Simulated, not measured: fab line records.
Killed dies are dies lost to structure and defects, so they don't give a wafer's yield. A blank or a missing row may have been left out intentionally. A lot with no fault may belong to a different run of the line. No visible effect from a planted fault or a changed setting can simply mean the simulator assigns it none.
Split-lot study + flow n5_finfet + 7 lots, 21 wafers read, on a route of 1938 steps

THE SPLIT ITSELF
At N5_BEOL_M11_ETCH_41 (etches SiCN in CH3F/O2, target depth 42.6 nm, time 86 s), the setting time_s was moved away from the recipe's 86 s on 6 of the 21 wafers read, by -15.0% to +20.8%. This setting was run at the recipe's value on the other wafers.

Reading taken at the split's own step.

THE READING
etch.depth_nm (the simulator's own value, which no gauge read), in nm, at N5_BEOL_M11_ETCH_41 (etches SiCN in CH3F/O2, target depth 42.6 nm, time 86 s). The file gives no usual value for it. Average 32.51 nm, standard deviation 0.69 nm, over the 15 wafers here run with the recipe.

| wafer  | tool, chamber at the split | time_s as run, s | against the recipe | etch.depth_nm, nm | against lot-mates on the recipe |
|--------|----------------------------|------------------|--------------------|-------------------|---------------------------------|
| L080.1 | rie_diel-06, 0             | 96.84            | +12.6%             | 35.91             | +2.87                           |
| L080.2 | rie_diel-06, 2             | 86               | recipe             | 32.82             | -                               |
| L080.4 | rie_diel-06, 3             | 86               | recipe             | 33.26             | -                               |
| L079.2 | rie_diel-04, 2             | 93.29            | +8.5%              | 34.92             | +2.13                           |
| L079.3 | rie_diel-04, 3             | 86               | recipe             | 32.79             | -                               |
| L079.4 | rie_diel-04, 3             | 93.29            | +8.5%              | 35.13             | +2.34                           |
| L085.2 | rie_diel-06, 2             | 86               | recipe             | 32.79             | -                               |
| L085.4 | rie_diel-06, 0             | 86               | recipe             | 31.82             | -                               |
| L085.6 | rie_diel-06, 0             | 86               | recipe             | 31.79             | -                               |
| L094.2 | rie_diel-04, 2             | 86               | recipe             | 31.74             | -                               |
| L094.5 | rie_diel-04, 2             | 86               | recipe             | 31.72             | -                               |
| L094.6 | rie_diel-04, 3             | 86               | recipe             | 32.54             | -                               |
| L093.2 | rie_diel-01, 2             | 86               | recipe             | 32.11             | -                               |
| L093.3 | rie_diel-01, 0             | 103.9            | +20.8%             | 38.6              | +6.49                           |
| L093.4 | rie_diel-01, 3             | 103.9            | +20.8%             | 40.74             | +8.63                           |
| L095.2 | rie_diel-04, 0             | 86               | recipe             | 31.78             | -                               |
| L095.4 | rie_diel-04, 2             | 73.12            | -15.0%             | 26.79             | -6.17                           |
| L095.5 | rie_diel-04, 1             | 86               | recipe             | 34.14             | -                               |
| L097.1 | rie_diel-01, 0             | 86               | recipe             | 32.27             | -                               |
| L097.3 | rie_diel-01, 3             | 86               | recipe             | 33.3              | -                               |
| L097.6 | rie_diel-01, 1             | 86               | recipe             | 32.85             | -                               |

FIT RESULTS
A straight line over all 21 wafers: etch.depth_nm changes by +0.341 nm for each +1% of time_s; r = +0.96; the points scatter about the line by 0.75 nm.
The same after taking each lot's own level away (the mean of its wafers on the recipe; 21 wafers): +0.352 nm for each +1%; r = +0.97; scatter 0.75 nm.
The reading moves by 7.3 nm for the largest change in time_s, on that fit.
From 32.000 to 33.040 nm: that is the span of the lots' own levels, equal to 1.5 times the standard deviation above.
Consequently the slope shifts little with the lot-to-lot level, the two slopes agreeing.
Check: +7.47 nm against its lot-mates is what the line predicts for one of the wafers moved furthest among these (+20.8%) when that wafer is left out of the fit. Against them it came out at +6.49 nm.

ADDITIONAL SPLITS CARRIED BY THESE WAFERS
Before the reading, these wafers also passed through other splits. Each is held against what the fit with the lots' levels taken away leaves over:
| other split on the same wafers | wafers away from the commonest value | r with etch.depth_nm (lot level and that fit taken away) |
|--------------------------------|--------------------------------------|----------------------------------------------------------|
| N5_BEOL_M10_COAT_60 spin_rpm   | 5                                    | +0.11                                                    |
| N5_BEOL_M11_COAT_63 spin_rpm   | 7                                    | -0.14                                                    |
| N5_BEOL_M11_PEB_26 peb_time_s  | 5                                    | -0.16                                                    |
| N5_BEOL_M11_ETCH_66 time_s     | 10                                   | +0.16                                                    |

THE FILE'S OWN FIT
etch.depth_nm changes by +0.343 nm for each +1% of time_s, r = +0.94.
